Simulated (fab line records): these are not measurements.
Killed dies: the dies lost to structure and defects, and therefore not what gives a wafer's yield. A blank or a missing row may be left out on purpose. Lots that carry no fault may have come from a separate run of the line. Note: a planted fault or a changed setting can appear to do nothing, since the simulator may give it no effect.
fab line records | flow n5_finfet | part 1 of 2: steps 1 to 21 of 29
[record] lots = 5 wafers = 15 last_day = 19
route steps=1938 shown ZERO_LAYER@3 WELL_APT@20
lots with no fault: from the same line, run without faults
start_h: start of the lot's first displayed wafer, in hours after the record's first day | wait_h: hours from the lot's prior step to this one | " same as the row above | L1.1+2: several wafers, shown together as one row | - either no value or no given start | * or withheld: withheld | < > ~ a bound
route shown NAME@n: NAME is a module with steps in the file, n the number in the route of the first one | usual: the fault-free wafers' mean and standard deviation | same: alike in all rows | chamber/n: place in a boat | sites: readings site by site | _std_site: the values' standard deviation | _edge_site: inner sites' mean taken away from outer sites' mean | radius_mm: how far each site lies from the wafer's centre | mask NAME#n: copy n | behind: tool/chamber where the wafer was last shaped | hold: what put the lot on hold/how long, in hours/how the hold closed | device: the transistor (n, p or np) that didn't switch | end of line: tests run on the same wafers once the route is complete | where a step has no rows: the recipe by itself | killed: dies that structure and defects cost at the first sort, which is not the same as the wafer's yield | map: the dies of a wafer, with x for killed, . for not killed, _ for no die there
set.NAME: the setting the step ran with; set.NAME@STEP: the setting that earlier step ran with | model.NAME: the simulator's own value behind a step, which no gauge read
lots at some steps of the route; a table a step, a row a wafer
services: a tool's chamber out of use, with start hour (start_h, from the record's first day; less than 0 if before it), hours out, and reason
[[steps]]
[step N5_ZERO_LAYER_SRD_01]
[recipe] time_s = 30 temp_c = 23 rinse_liquid = diw dry = n2_spin spin_rpm = 1500 dry_time_s = 30
[usual] temp_c = 23.01/0.098
// columns lot.wafer tool chamber start_h wait_h temp_c
L079.2 wet_bench-03 5 42.23 0.0 23.07
L079.3 " 7 " " 22.98
L079.5 " 3 " " 23.13
L083.1 wet_bench-03 6 66.23 0.0 23.05
L083.3 " 5 " " 22.93
L083.5 " 7 " " 23.18
L089.1 wet_bench-03 7 102.23 0.0 22.91
L089.4 " 0 " " 23.02
L089.5 " 4 " " 22.91
L095.1 wet_bench-06 0 138.23 0.0 23.02
L095.3 " 7 " " 22.98
L095.4 " 4 " " 23.10
L097.1 wet_bench-06 2 150.23 0.0 23.11
L097.4 " 4 " " 23.03
L097.5 " 3 " " 23.07
[step N5_ZERO_LAYER_PECVD_02]
[recipe] material = SiO2 target_thk_a = 100 temp_c = 400 precursor = SiH4/N2O pressure_torr = 0.75 rf_w = 275 time_s = 6
[usual] heater_power_w = 781/99 showerhead_plenum_p_Torr = 8.23/0.18
// columns lot.wafer tool chamber start_h wait_h heater_power_w showerhead_plenum_p_Torr
L079.2 pecvd-03 0 42.28 0.0 919 8.10
L079.3 " 1 " " 645 8.05
L079.5 " 1 " " 651 8.03
L083.1 pecvd-03 2 66.28 0.0 712 8.26
L083.3 " 0 " " 896 8.10
L083.5 " 2 " " 715 8.30
L089.1 pecvd-03 0 102.28 0.0 892 8.11
L089.4 " 0 " " 875 8.09
L089.5 " 0 " " 916 8.10
L095.1 pecvd-03 1 138.28 0.0 646 8.03
L095.3 " 0 " " 856 8.10
L095.4 " 1 " " 665 8.03
L097.1 pecvd-04 2 150.28 0.0 1037 8.32
L097.4 " 2 " " 985 8.33
L097.5 " 0 " " 843 8.27
[step N5_ZERO_LAYER_HMDS_04]
[recipe] time_s = 60 temp_c = 120
[usual] resist_line_temp_C = 23.01/0.1
// columns lot.wafer tool chamber start_h wait_h resist_line_temp_C
L079.2 litho_track-05 0 42.38 0.1 23.14
L079.3 " 0 " " 22.94
L079.5 " 0 " " 23.00
L083.1 litho_track-01 0 66.38 0.1 23.11
L083.3 " 0 " " 23.11
L083.5 " 0 " " 22.90
L089.1 litho_track-01 0 102.38 0.1 22.98
L089.4 " 0 " " 23.16
L089.5 " 0 " " 23.02
L095.1 litho_track-05 0 138.36 0.1 22.91
L095.3 " 0 " " 23.00
L095.4 " 0 " " 22.98
L097.1 litho_track-01 0 150.36 0.1 22.92
L097.4 " 0 " " 22.91
L097.5 " 0 " " 22.97
[step N5_ZERO_LAYER_COAT_05]
[recipe] spin_rpm = 1500 resist_thk_nm = 1000
[usual] resist_line_temp_C = 22.97/0.1
// columns lot.wafer tool chamber start_h wait_h resist_line_temp_C
L079.2 litho_track-05 0 - - 22.98
L079.3 " 0 " " 22.82
L079.5 " 0 " " 22.88
L083.1 litho_track-01 0 - - 22.90
L083.3 " 0 " " 22.88
L083.5 " 0 " " 23.01
L089.1 litho_track-01 0 - - 23.11
L089.4 " 0 " " 22.99
L089.5 " 0 " " 22.97
L095.1 litho_track-05 0 - - 23.00
L095.3 " 0 " " 22.93
L095.4 " 0 " " 22.86
L097.1 litho_track-01 0 - - 23.05
L097.4 " 0 " " 22.96
L097.5 " 0 " " 23.04
[step N5_ZERO_LAYER_EBR_07]
[recipe] solvent = PGMEA ebr_width_mm = 1.5
[usual] resist_line_temp_C = 22.99/0.11
// columns lot.wafer tool chamber start_h wait_h resist_line_temp_C
L079.2 litho_track-05 0 - - 23.06
L079.3 " 0 " " 23.10
L079.5 " 0 " " 23.05
L083.1 litho_track-01 0 - - 23.00
L083.3 " 0 " " 22.85
L083.5 " 0 " " 22.91
L089.1 litho_track-01 0 - - 23.15
L089.4 " 0 " " 22.88
L089.5 " 0 " " 23.03
L095.1 litho_track-05 0 - - 22.96
L095.3 " 0 " " 22.96
L095.4 " 0 " " 22.97
L097.1 litho_track-01 0 - - 22.84
L097.4 " 0 " " 22.86
L097.5 " 0 " " 22.92
[step N5_ZERO_LAYER_SOFTBAKE_06]
[recipe] temp_c = 100 time_s = 90
[usual] resist_line_temp_C = 22.99/0.11
// columns lot.wafer tool chamber start_h wait_h resist_line_temp_C
L079.2 litho_track-05 0 - - 22.95
L079.3 " 0 " " 23.02
L079.5 " 0 " " 22.98
L083.1 litho_track-01 0 - - 23.13
L083.3 " 0 " " 23.13
L083.5 " 0 " " 23.13
L089.1 litho_track-01 0 - - 22.94
L089.4 " 0 " " 22.81
L089.5 " 0 " " 23.01
L095.1 litho_track-05 0 - - 22.98
L095.3 " 0 " " 22.86
L095.4 " 0 " " 23.05
L097.1 litho_track-01 0 - - 22.98
L097.4 " 0 " " 22.99
L097.5 " 0 " " 22.96
[step N5_ZERO_LAYER_EXPOSE_08]
[recipe] mask_id = ZERO na = 0.55 source_shape = conventional sigma_outer = 0.8 polarization = unpolarized defocus_nm = 0 target_cd_nm = 2000 dose_mj = 16.2
[usual] exposure_dose_mJ_cm2 = 16.190/0.017
// columns lot.wafer tool chamber start_h wait_h mask exposure_dose_mJ_cm2
L079.2 krf_scanner-01 0 42.62 - ZERO#0 16.203
L079.3 " 0 " " ZERO#0 16.213
L079.5 " 0 " " ZERO#0 16.197
L083.1 krf_scanner-02 0 66.61 - ZERO#0 16.173
L083.3 " 0 " " ZERO#0 16.187
L083.5 " 0 " " ZERO#0 16.180
L089.1 krf_scanner-02 0 102.61 - ZERO#0 16.200
L089.4 " 0 " " ZERO#0 16.219
L089.5 " 0 " " ZERO#0 16.198
L095.1 krf_scanner-01 0 138.46 - ZERO#0 16.202
L095.3 " 0 " " ZERO#0 16.163
L095.4 " 0 " " ZERO#0 16.177
L097.1 krf_scanner-01 0 150.59 - ZERO#0 16.194
L097.4 " 0 " " ZERO#0 16.211
L097.5 " 0 " " ZERO#0 16.209
[step N5_ZERO_LAYER_PEB_09]
[recipe] peb_temp_c = withheld peb_time_s = *
[usual] resist_line_temp_C = *
[same] peb_time_s = *
// columns lot.wafer tool chamber start_h wait_h resist_line_temp_C
L079.2 litho_track-05 0 42.67 0.0 *
L079.3 " 0 " " *
L079.5 " 0 " " *
L083.1 litho_track-01 0 66.67 0.1 *
L083.3 " 0 " " *
L083.5 " 0 " " *
L089.1 litho_track-05 0 102.67 0.1 *
L089.4 " 0 " " *
L089.5 " 0 " " *
L095.1 litho_track-01 0 138.52 0.1 *
L095.3 " 0 " " *
L095.4 " 0 " " *
L097.1 litho_track-01 0 150.65 0.1 *
L097.4 " 0 " " *
L097.5 " 0 " " *
[step N5_ZERO_LAYER_DEVELOP_10]
[recipe] develop_time_s = 60 rinse_liquid = diw dry = air_spin dev_temp_c = 21
[usual] resist_line_temp_C = 22.98/0.11
// columns lot.wafer tool chamber start_h wait_h resist_line_temp_C
L079.2 litho_track-05 0 - - 23.12
L079.3 " 0 " " 23.02
L079.5 " 0 " " 23.10
L083.1 litho_track-01 0 - - 22.85
L083.3 " 0 " " 23.13
L083.5 " 0 " " 23.00
L089.1 litho_track-05 0 - - 23.03
L089.4 " 0 " " 23.02
L089.5 " 0 " " 22.97
L095.1 litho_track-01 0 - - 23.05
L095.3 " 0 " " 23.13
L095.4 " 0 " " 22.97
L097.1 litho_track-01 0 - - 22.78
L097.4 " 0 " " 22.94
L097.5 " 0 " " 22.77
[step N5_ZERO_LAYER_HARDBAKE_23]
[recipe] temp_c = 130 time_s = 120
[usual] resist_line_temp_C = 23.01/0.098
// columns lot.wafer tool chamber start_h wait_h resist_line_temp_C
L079.2 litho_track-05 0 - - 23.18
L079.3 " 0 " " 22.86
L079.5 " 0 " " 22.92
L083.1 litho_track-01 0 - - 22.98
L083.3 " 0 " " 23.03
L083.5 " 0 " " 22.99
L089.1 litho_track-05 0 - - 23.19
L089.4 " 0 " " 23.07
L089.5 " 0 " " 23.05
L095.1 litho_track-01 0 - - 23.12
L095.3 " 0 " " 23.04
L095.4 " 0 " " 23.06
L097.1 litho_track-01 0 - - 23.17
L097.4 " 0 " " 23.13
L097.5 " 0 " " 23.01
[step N5_ZERO_LAYER_CD_MEAS_11]
[recipe] target_cd_nm = 2000 landing_energy_ev = 500 detector = se_inlens
[usual] cd_nm = 2000.2/2.7
[same] landing_energy_ev = 500
// columns lot.wafer tool chamber start_h wait_h cd_nm
L079.2 cd_sem-02 0 42.79 - 1997.3
L079.3 " 0 " " 2001.8
L079.5 " 0 " " 1998.0
L083.1 cd_sem-03 0 66.79 - 1996.2
L083.3 " 0 " " 1998.3
L083.5 " 0 " " 1996.6
L089.1 cd_sem-03 0 102.79 - 2002.0
L089.4 " 0 " " 1999.9
L089.5 " 0 " " 2001.0
L095.1 cd_sem-03 0 138.64 - 1997.8
L095.3 " 0 " " 1999.4
L095.4 " 0 " " 1995.3
L097.1 cd_sem-03 0 150.77 - 1997.4
L097.4 " 0 " " 2001.2
L097.5 " 0 " " 2000.6
[step N5_ZERO_LAYER_DESCUM_16]
[recipe] chemistry = O2 time_s = 7.9 source_power_w = 50 bias_power_w = 20 pressure_mtorr = 20 rf_frequency_hz = 2.712e+07 temp_c = 40 o2_flow_sccm = 225
[usual] bias_power_w = 20.00/0.06 drypump_motor_current_A = 5.8/0.45 o2_flow_sccm = 225.1/0.6 oes_product_au = 0.76/0.079 rf_vpp_V = 243.1/1.4 showerhead_plenum_p_Torr = 2.09/0.074 temp_c = 40.00/0.12 throttle_valve_pct = 20.55/0.23
// columns lot.wafer tool chamber start_h wait_h bias_power_w drypump_motor_current_A o2_flow_sccm oes_product_au rf_hours_counter_h rf_vpp_V showerhead_plenum_p_Torr temp_c throttle_valve_pct
L079.2 rie_diel-06 2 43.29 0.5 19.99 6.1 225.8 0.68 233 245.2 2.15 40.32 20.89
L079.3 " 0 " " 19.95 5.3 224.9 0.80 93 242.0 1.94 39.82 20.64
L079.5 " 3 " " 19.98 6.0 225.0 0.74 - 241.8 2.00 39.94 20.53
L083.1 rie_diel-05 0 67.10 0.3 20.01 5.8 225.0 0.73 217 243.7 2.06 40.00 20.58
L083.3 " 2 " " 20.09 6.0 224.4 0.80 106 245.6 2.19 40.07 20.73
L083.5 " 2 " " 20.09 6.0 224.5 0.79 - 245.0 2.19 40.02 20.75
L089.1 rie_diel-06 3 102.86 0.1 20.07 6.0 225.9 0.71 176 242.7 1.99 39.77 20.57
L089.4 " 1 " " 19.94 6.4 225.3 0.77 152 243.7 2.09 40.08 20.76
L089.5 " 2 " " 19.94 6.1 225.3 0.66 - 244.6 2.14 39.99 20.91
L095.1 rie_diel-06 3 138.68 0.0 19.94 6.0 224.9 0.72 186 239.7 1.99 40.05 20.59
L095.3 " 1 " " 20.04 6.5 225.3 0.76 162 241.6 2.09 39.89 20.77
L095.4 " 2 " " 19.95 6.1 225.3 0.99 1 244.2 2.14 39.75 20.53
L097.1 rie_diel-06 3 150.80 0.0 20.01 6.0 225.4 0.71 189 242.1 1.98 39.91 20.60
L097.4 " 1 " " 20.08 6.4 226.0 0.76 165 243.2 2.09 39.98 20.75
L097.5 " 1 " " 20.04 6.4 225.1 0.77 - 243.8 2.09 40.00 20.76
[step N5_ZERO_LAYER_ETCH_17]
[recipe] chemistry = CF4 target = SiO2 target_depth_a = 120 time_s = 13.3 ion_energy_ev = 350 pressure_mtorr = 40 source_w = 450 bias_w = 215 Ar_flow_sccm = 100 cf4_flow_sccm = 100
[usual] cf4_flow_sccm = 99.97/0.29 drypump_motor_current_A = 5.8/0.45 oes_product_au = 0.77/0.082 rf_vpp_V = 948/4.6 showerhead_plenum_p_Torr = 2.14/0.073 throttle_valve_pct = 15.78/0.22
// columns lot.wafer tool chamber start_h wait_h cf4_flow_sccm drypump_motor_current_A oes_product_au rf_hours_counter_h rf_vpp_V showerhead_plenum_p_Torr throttle_valve_pct
L079.2 rie_diel-06 2 43.33 0.0 99.67 6.1 0.67 233 951 2.19 16.12
L079.3 " 0 " " 99.99 5.3 0.83 93 940 1.99 15.80
L079.5 " 3 " " 100.06 6.0 0.74 - 943 2.07 15.89
L083.1 rie_diel-05 0 67.14 0.0 99.45 5.8 0.71 217 948 2.12 15.89
L083.3 " 2 " " 99.08 6.0 0.80 106 955 2.24 15.97
L083.5 " 2 " " 99.44 6.0 0.80 - 955 2.24 15.98
L089.1 rie_diel-06 3 102.89 0.0 100.21 6.0 0.72 176 942 2.06 15.92
L089.4 " 1 " " 99.94 6.5 0.79 153 948 2.13 15.91
L089.5 " 2 " " 99.91 6.1 0.67 - 952 2.19 16.16
L095.1 rie_diel-06 3 138.71 0.0 99.78 6.0 0.72 186 943 2.06 15.95
L095.3 " 1 " " 100.17 6.5 0.77 162 950 2.13 15.92
L095.4 " 2 " " 100.63 6.1 0.97 1 950 2.19 15.65
L097.1 rie_diel-06 3 150.84 0.0 99.86 6.0 0.71 189 943 2.05 15.96
L097.4 " 1 " " 100.46 6.5 0.77 165 949 2.12 15.96
L097.5 " 1 " " 100.35 6.5 0.77 - 947 2.12 15.93
[step N5_ZERO_LAYER_ETCH_18]
[recipe] chemistry = HBr/Cl2 target = Si target_depth_a = 1200 time_s = 40 pressure_mtorr = 10 icp_w = 800 bias_w = 75 HBr_flow_sccm = 150 Cl2_flow_sccm = 80
[usual] drypump_motor_current_A = 5.8/0.38 mfc_cl2_sccm = 80.01/0.23 oes_product_au = 1.002/0.021 throttle_valve_pct = 36.3/0.36
// columns lot.wafer tool chamber start_h wait_h drypump_motor_current_A mfc_cl2_sccm oes_product_au rf_hours_counter_h throttle_valve_pct
L079.2 rie_si-04 1 43.40 0.0 5.7 79.74 0.970 43 36.3
L079.3 " 2 " " 5.8 79.66 1.018 109 35.9
L079.5 " 2 " " 5.7 79.70 1.018 - 36.0
L083.1 rie_si-05 2 67.21 0.0 6.6 79.95 0.999 127 36.6
L083.3 " 1 " " 5.2 79.77 1.024 73 36.6
L083.5 " 1 " " 5.2 79.75 1.024 - 36.6
L089.1 rie_si-04 3 102.96 0.0 5.6 79.81 1.012 131 37.0
L089.4 " 0 " " 5.7 80.25 1.024 40 36.0
L089.5 " 2 " " 5.8 79.57 1.022 - 36.0
L095.1 rie_si-01 3 138.79 0.0 5.5 80.37 0.978 56 35.9
L095.3 " 2 " " 5.5 80.25 1.010 89 36.8
L095.4 " 1 " " 6.3 80.31 0.976 65 36.4
L097.1 rie_si-04 1 150.91 0.0 5.7 79.50 0.963 45 36.3
L097.4 " 0 " " 5.7 79.60 1.019 41 36.0
L097.5 " 3 " " 5.6 80.16 1.020 - 37.0
[step N5_ZERO_LAYER_STRIP_24]
[recipe] chemistry = O2 power_w = 1000 temp_c = 250 overash_fraction = 0.3 pressure_mtorr = 1000 o2_flow_sccm = 6750
[usual] drypump_motor_current_A = 5.89/0.17 heater_power_w = 329/29 o2_flow_sccm = 6750/20 oes_product_au = 0.648/0.0049 strip_time_to_endpoint_s = 43.89/0.087 temp_c = 250.01/0.17
// columns lot.wafer tool chamber start_h wait_h drypump_motor_current_A heater_power_w o2_flow_sccm oes_product_au rf_hours_counter_h strip_time_to_endpoint_s temp_c
L079.2 plasma_asher-01 0 43.50 0.1 6.03 343 6777 0.653 28 43.97 250.10
L079.3 " 1 " " 5.77 311 6762 0.655 - 43.89 250.07
L079.5 " 1 " " 5.78 299 6772 0.646 - 44.00 249.83
L083.1 plasma_asher-01 0 67.32 0.1 6.01 349 6739 0.646 32 43.92 249.97
L083.3 " 1 " " 5.76 309 6738 0.640 - 43.88 250.04
L083.5 " 1 " " 5.76 302 6734 0.645 - 43.74 250.03
L089.1 plasma_asher-01 1 103.08 0.1 5.76 299 6772 0.648 41 43.85 250.11
L089.4 " 0 " " 6.02 346 6780 0.651 - 43.84 250.18
L089.5 " 1 " " 5.78 297 6749 0.649 - 43.88 249.97
L095.1 plasma_asher-01 1 138.89 0.1 5.78 294 6739 0.639 47 43.80 250.46
L095.3 " 1 " " 5.76 299 6742 0.651 - 43.85 250.07
L095.4 " 0 " " 6.04 357 6778 0.647 - 43.75 249.68
L097.1 plasma_asher-01 1 151.21 0.3 5.76 301 6740 0.637 51 43.87 250.11
L097.4 " 0 " " 6.05 350 6753 0.658 - 43.85 250.21
L097.5 " 1 " " 5.75 308 6732 0.644 - 43.84 249.98
[step N5_ZERO_LAYER_STRIP_19]
[recipe] chemistry = SPM time_s = 900 temp_c = 130 h2so4_h2o2_vol_ratio = 4 dry = ipa_marangoni
[usual] bath_guard_temp_C = 130.1/0.63 temp_c = 129.99/0.13
// columns lot.wafer tool chamber start_h wait_h bath_guard_temp_C temp_c
L079.2 wet_bench-03 1 43.59 0.1 131.8 129.79
L079.3 " 6 " " 129.7 130.02
L079.5 " 0 " " 130.4 129.90
L083.1 wet_bench-03 1 67.40 0.1 131.8 130.09
L083.3 " 2 " " 129.9 129.92
L083.5 " 0 " " 130.2 129.94
L089.1 wet_bench-03 6 103.16 0.1 129.5 130.03
L089.4 " 4 " " 129.2 129.98
L089.5 " 7 " " 129.9 129.75
L095.1 wet_bench-06 2 138.98 0.1 129.4 130.00
L095.3 " 4 " " 129.9 129.96
L095.4 " 6 " " 130.0 130.21
L097.1 wet_bench-03 6 151.30 0.1 129.8 130.09
L097.4 " 1 " " 131.4 129.69
L097.5 " 3 " " 129.5 130.05
[step N5_ZERO_LAYER_INSPECT_20]
[recipe] inspect_instrument = darkfield mode = post_clean
[usual] raw_defect_count = 33/13
// columns lot.wafer tool chamber start_h wait_h raw_defect_count
L079.2 defect_inspect-02 - 43.86 0.0 45
L079.3 " - " " 45
L079.5 " - " " 19
L083.1 defect_inspect-01 - 67.68 0.0 25
L083.3 " - " " 27
L083.5 " - " " 9
L089.1 defect_inspect-01 - 103.44 0.0 20
L089.4 " - " " 12
L089.5 " - " " 19
L095.1 defect_inspect-02 - 139.25 0.0 28
L095.3 " - " " 16
L095.4 " - " " 22
L097.1 defect_inspect-01 - 151.57 0.0 24
L097.4 " - " " 30
L097.5 " - " " 43
[step N5_WELL_APT_HMDS_01]
[recipe] time_s = 60 temp_c = 120
[usual] resist_line_temp_C = 22.96/0.11
// columns lot.wafer tool chamber start_h wait_h resist_line_temp_C
L079.2 litho_track-04 0 43.90 0.0 22.83
L079.3 " 0 " " 22.78
L079.5 " 0 " " 22.71
L083.1 litho_track-03 0 67.71 0.0 23.01
L083.3 " 0 " " 23.12
L083.5 " 0 " " 23.00
L089.1 litho_track-05 0 103.47 0.0 22.93
L089.4 " 0 " " 22.98
L089.5 " 0 " " 22.90
L095.1 litho_track-05 0 139.29 0.0 23.15
L095.3 " 0 " " 23.10
L095.4 " 0 " " 23.12
L097.1 litho_track-03 0 151.60 0.0 22.87
L097.4 " 0 " " 23.09
L097.5 " 0 " " 23.04
[step N5_WELL_APT_COAT_02]
[recipe] spin_rpm = 1357 resist_thk_nm = 950
[usual] resist_line_temp_C = 23.01/0.11
// columns lot.wafer tool chamber start_h wait_h resist_line_temp_C
L079.2 litho_track-04 0 - - 23.05
L079.3 " 0 " " 23.13
L079.5 " 0 " " 23.12
L083.1 litho_track-03 0 - - 23.11
L083.3 " 0 " " 23.23
L083.5 " 0 " " 23.16
L089.1 litho_track-05 0 - - 23.06
L089.4 " 0 " " 23.01
L089.5 " 0 " " 22.96
L095.1 litho_track-05 0 - - 23.17
L095.3 " 0 " " 23.08
L095.4 " 0 " " 23.02
L097.1 litho_track-03 0 - - 23.18
L097.4 " 0 " " 22.94
L097.5 " 0 " " 23.00
[step N5_WELL_APT_EBR_04]
[recipe] solvent = PGMEA ebr_width_mm = 1.5
[usual] resist_line_temp_C = 22.98/0.11
// columns lot.wafer tool chamber start_h wait_h resist_line_temp_C
L079.2 litho_track-04 0 - - 22.98
L079.3 " 0 " " 22.99
L079.5 " 0 " " 22.93
L083.1 litho_track-03 0 - - 22.99
L083.3 " 0 " " 22.88
L083.5 " 0 " " 23.02
L089.1 litho_track-05 0 - - 23.15
L089.4 " 0 " " 23.10
L089.5 " 0 " " 23.09
L095.1 litho_track-05 0 - - 22.87
L095.3 " 0 " " 22.82
L095.4 " 0 " " 22.85
L097.1 litho_track-03 0 - - 22.96
L097.4 " 0 " " 23.02
L097.5 " 0 " " 22.95
[step N5_WELL_APT_SOFTBAKE_03]
[recipe] temp_c = 130 time_s = 60
[usual] resist_line_temp_C = 23.00/0.11
// columns lot.wafer tool chamber start_h wait_h resist_line_temp_C
L079.2 litho_track-04 0 - - 23.09
L079.3 " 0 " " 22.91
L079.5 " 0 " " 22.95
L083.1 litho_track-03 0 - - 23.05
L083.3 " 0 " " 22.86
L083.5 " 0 " " 22.87
L089.1 litho_track-05 0 - - 23.00
L089.4 " 0 " " 23.16
L089.5 " 0 " " 22.94
L095.1 litho_track-05 0 - - 23.01
L095.3 " 0 " " 22.98
L095.4 " 0 " " 22.99
L097.1 litho_track-03 0 - - 23.14
L097.4 " 0 " " 23.11
L097.5 " 0 " " 23.02
